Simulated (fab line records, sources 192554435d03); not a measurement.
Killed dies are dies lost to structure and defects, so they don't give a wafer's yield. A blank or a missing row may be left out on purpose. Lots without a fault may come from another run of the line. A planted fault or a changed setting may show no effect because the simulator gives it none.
Chamber matching | flow n5_finfet | N5_SDB_ALD_29 on ald_sin-02: 4 sister chambers
The step deposits SiNx, target thk 30 nm, pulse time 1 s, ald cycles 600. 22 wafers are shown with their chamber, then 11 later ones without.

WAFERS WITH THEIR CHAMBER
wafer  | chamber | heater_power_w (W) | precursor_pulse_height_rel
L078.1 | 1       | 910                | 0.988
L078.3 | 2       | 859                | 1.013
L078.4 | 0       | 899                | 1.005
L080.2 | 1       | 894                | 1.026
L080.3 | 3       | 669                | 1.022
L080.6 | 0       | 860                | 1.037
L082.2 | 3       | 668                | 1.019
L082.4 | 2       | 898                | 0.997
L082.5 | 2       | 871                | 1.003
L083.2 | 3       | 652                | 1.023
L083.3 | 0       | 890                | 0.976
L083.6 | 0       | 879                | 0.981
L084.2 | 3       | 655                | 1.006
L084.3 | 0       | 886                | 0.987
L084.4 | 1       | 915                | 0.994
L086.4 | 0       | 893                | 1.017
L086.5 | 0       | 894                | 1.013
L086.6 | 3       | 663                | 1.004
L089.3 | 2       | 870                | 1.011
L089.4 | 3       | 647                | 1.026
L089.5 | 0       | 883                | 0.991
L090.2 | 1       | 877                | 1.039

SIGNATURES (means of the wafers above)
reading                    | chamber 0 | chamber 1 | chamber 2 | chamber 3 | scatter within a chamber
heater_power_w             | 885.50    | 899.00    | 874.50    | 659.00    | 13.2
precursor_pulse_height_rel | 1.00087   | 1.01175   | 1.00600   | 1.01667   | 0.0174
Rule: a wafer's distance from a chamber is the root of the sum, over the readings, of the square of ((its reading less the chamber's mean) divided by the reading's scatter). The wafer belongs to the nearest chamber; if the next one is less than 2 further off, it can't be placed. The scatter: the root of (the sum of the squares of (reading less its chamber's mean) over the shown wafers, divided by (wafers less chambers)).

WAFERS WITHOUT THEIR CHAMBER
wafer  | heater_power_w (W) | precursor_pulse_height_rel
L090.3 | 884                | 0.992
L090.4 | 658                | 1.004
L093.1 | 864                | 0.981
L093.3 | 858                | 1.003
L093.6 | 890                | 1.023
L094.1 | 893                | 1.001
L094.2 | 898                | 0.987
L094.3 | 884                | 0.997
L096.4 | 665                | 1.020
L096.5 | 887                | 0.987
L096.6 | 903                | 1.012

WHICH CHAMBER EACH WENT THROUGH
wafer  | from the rows above          | in truth
L090.3 | can't be placed: 0 or 2 or 1 | 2
L090.4 | 3                            | 3
L093.1 | can't be placed: 2 or 0 or 1 | 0
L093.3 | can't be placed: 2 or 0 or 1 | 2
L093.6 | can't be placed: 1 or 0 or 2 | 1
L094.1 | can't be placed: 0 or 1 or 2 | 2
L094.2 | can't be placed: 0 or 1 or 2 | 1
L094.3 | can't be placed: 0 or 2 or 1 | 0
L096.4 | 3                            | 3
L096.5 | can't be placed: 0 or 2 or 1 | 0
L096.6 | can't be placed: 1 or 0 or 2 | 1
Placed correctly: 2 of 11. Can't be placed from these rows: 9 (the true chamber is among the candidates in 9). Placed wrongly: 0.
